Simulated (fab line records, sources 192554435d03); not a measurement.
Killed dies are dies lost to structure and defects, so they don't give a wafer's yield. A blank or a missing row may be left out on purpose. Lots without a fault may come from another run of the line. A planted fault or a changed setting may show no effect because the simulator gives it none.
Chamber matching | flow n5_finfet | N5_BEOL_M15_ETCH_61 on rie_diel-06: 4 sister chambers
The step etches BARC in N2/H2, target depth 89 nm, overetch 26.7 nm, time 67.9 s. 6 wafers are shown with their chamber, then 8 later ones without.

WAFERS WITH THEIR CHAMBER
wafer  | chamber | showerhead_plenum_p_Torr (Torr) | throttle_valve_pct (%)
L075.6 | 2       | 2.35                            | 18.00
L078.1 | 3       | 2.51                            | 18.01
L084.6 | 0       | 2.47                            | 17.61
L081.3 | 0       | 2.47                            | 17.60
L081.4 | 1       | 2.54                            | 17.74
L086.2 | 1       | 2.53                            | 17.76

WAFERS WITHOUT THEIR CHAMBER
wafer  | showerhead_plenum_p_Torr (Torr) | throttle_valve_pct (%)
L086.4 | 2.47                            | 17.64
L086.6 | 2.53                            | 17.76
L091.1 | 2.53                            | 17.77
L091.4 | 2.35                            | 18.04
L091.5 | 2.53                            | 17.76
L095.2 | 2.52                            | 17.81
L095.4 | 2.49                            | 17.68
L095.5 | 2.34                            | 18.07

WHICH CHAMBER EACH WENT THROUGH
wafer  | from the rows above | in truth
L086.4 | 0                   | 0
L086.6 | 1                   | 1
L091.1 | 1                   | 1
L091.4 | 2                   | 2
L091.5 | 1                   | 1
L095.2 | 1                   | 1
L095.4 | 0                   | 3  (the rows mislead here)
L095.5 | 2                   | 2
Placed correctly: 7 of 8. Can't be placed from these rows: 0. Placed wrongly: 1.
How it was worked out, from the rows above alone: a wafer's distance from a chamber is the root of the sum, over the readings, of the square of ((its reading less the chamber's mean) divided by the reading's scatter). The wafer belongs to the nearest chamber; if the next one is less than 2 further off, it can't be placed. A chamber's mean is the mean of its shown wafers. The scatter: the root of (the sum of the squares of (reading less its chamber's mean) over the shown wafers, divided by (wafers less chambers)).
